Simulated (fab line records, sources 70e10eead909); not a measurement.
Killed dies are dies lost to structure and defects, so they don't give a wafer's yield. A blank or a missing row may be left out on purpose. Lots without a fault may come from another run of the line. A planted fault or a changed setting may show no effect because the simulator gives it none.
Chamber matching | flow nand_harc | NHARC_P_BONDPAD_ETCH_37 on rie_diel-13: 4 sister chambers
The step etches the open film in N2/H2, target depth 60 nm, overetch 18 nm, time 65.91 s. 16 wafers are shown with their chamber, then 8 later ones without.

WAFERS WITH THEIR CHAMBER
wafer  | chamber | drypump_motor_current_A (A) | showerhead_plenum_p_Torr (Torr) | oes_product_au (a.u.)
L456.2 | 0       | 6.0                         | 2.15                            | 0.990
L456.3 | 3       | 6.4                         | 2.18                            | 0.996
L456.6 | 1       | 5.7                         | 2.14                            | 1.035
L457.1 | 3       | 6.3                         | 2.18                            | 0.991
L457.2 | 1       | 5.6                         | 2.14                            | 1.022
L457.6 | 0       | 6.1                         | 2.15                            | 0.998
L458.2 | 2       | 5.6                         | 2.17                            | 0.982
L458.3 | 3       | 6.4                         | 2.18                            | 0.982
L458.5 | 1       | 5.7                         | 2.14                            | 1.030
L460.2 | 2       | 5.6                         | 2.16                            | 0.980
L460.5 | 1       | 5.6                         | 2.14                            | 1.033
L460.6 | 0       | 6.1                         | 2.15                            | 0.988
L461.1 | 2       | 5.6                         | 2.16                            | 0.989
L461.4 | 0       | 6.0                         | 2.15                            | 0.991
L461.5 | 1       | 5.7                         | 2.14                            | 1.032
L472.2 | 1       | 5.7                         | 2.13                            | 1.024

SIGNATURES (means of the wafers above)
reading                  | chamber 0 | chamber 1 | chamber 2 | chamber 3 | scatter within a chamber
drypump_motor_current_A  | 6.050     | 5.667     | 5.600     | 6.367     | 0.05
showerhead_plenum_p_Torr | 2.1500    | 2.1383    | 2.1633    | 2.1800    | 0.00354
oes_product_au           | 0.99175   | 1.02933   | 0.98367   | 0.98967   | 0.0053
Rule: a wafer's distance from a chamber is the root of the sum, over the readings, of the square of ((its reading less the chamber's mean) divided by the reading's scatter). The wafer belongs to the nearest chamber; if the next one is less than 2 further off, it can't be placed. The scatter: the root of (the sum of the squares of (reading less its chamber's mean) over the shown wafers, divided by (wafers less chambers)).

WAFERS WITHOUT THEIR CHAMBER
wafer  | drypump_motor_current_A (A) | showerhead_plenum_p_Torr (Torr) | oes_product_au (a.u.)
L472.3 | 6.3                         | 2.18                            | 0.983
L472.6 | 5.7                         | 2.13                            | 1.034
L474.2 | 5.6                         | 2.13                            | 1.035
L474.3 | 6.3                         | 2.18                            | 0.993
L474.5 | 5.7                         | 2.13                            | 1.028
L473.3 | 6.4                         | 2.18                            | 0.995
L473.4 | 5.6                         | 2.16                            | 0.974
L473.6 | 5.6                         | 2.16                            | 0.971

WHICH CHAMBER EACH WENT THROUGH
wafer  | from the rows above | in truth
L472.3 | 3                   | 3
L472.6 | 1                   | 1
L474.2 | 1                   | 1
L474.3 | 3                   | 3
L474.5 | 1                   | 1
L473.3 | 3                   | 3
L473.4 | 2                   | 2
L473.6 | 2                   | 2
Placed correctly: 8 of 8. Can't be placed from these rows: 0. Placed wrongly: 0.
